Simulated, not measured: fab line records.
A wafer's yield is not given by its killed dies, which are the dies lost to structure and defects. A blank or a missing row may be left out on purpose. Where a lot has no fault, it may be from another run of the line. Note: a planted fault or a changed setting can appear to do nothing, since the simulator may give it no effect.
Matching of chambers :: flow n5_finfet :: N5_BEOL_M2_STRIP_36 on rie_diel-01: 4 sister chambers
The step strips in N2/H2. 4 wafers are shown with their chamber, then 7 later ones without.

EACH WAFER AND ITS CHAMBER
wafer: L084.1
chamber: 1
showerhead_plenum_p_Torr (Torr): 2.61

wafer: L085.5
chamber: 0
showerhead_plenum_p_Torr (Torr): 2.39

wafer: L092.1
chamber: 2
showerhead_plenum_p_Torr (Torr): 2.58

wafer: L092.2
chamber: 3
showerhead_plenum_p_Torr (Torr): 2.55

WAFERS WITHOUT THEIR CHAMBER
wafer: L092.4
showerhead_plenum_p_Torr (Torr): 2.39

wafer: L091.1
showerhead_plenum_p_Torr (Torr): 2.58

wafer: L091.4
showerhead_plenum_p_Torr (Torr): 2.55

wafer: L091.5
showerhead_plenum_p_Torr (Torr): 2.60

wafer: L093.1
showerhead_plenum_p_Torr (Torr): 2.55

wafer: L093.3
showerhead_plenum_p_Torr (Torr): 2.39

wafer: L093.4
showerhead_plenum_p_Torr (Torr): 2.58

CHAMBER TAKEN BY EACH
wafer: L092.4
from the rows above: 0
in truth: 0

wafer: L091.1
from the rows above: 2
in truth: 2

wafer: L091.4
from the rows above: 3
in truth: 3

wafer: L091.5
from the rows above: 1
in truth: 1

wafer: L093.1
from the rows above: 3
in truth: 3

wafer: L093.3
from the rows above: 0
in truth: 0

wafer: L093.4
from the rows above: 2
in truth: 2
7 of 7 placed correctly. From these rows, 0 cannot be placed. Placed wrongly: 0.
How it was worked out, from the rows above alone: a wafer's distance from a chamber is the root of the sum, over the readings, of the square of ((its reading less the chamber's mean) divided by the reading's scatter). The wafer belongs to the nearest chamber; if the next one is less than 2 further off, it can't be placed. For every chamber, the mean is computed from those of its wafers that are shown. The scatter: with one shown wafer a chamber, the root of the mean of the squares of how far each hidden wafer lies from its nearest shown one.
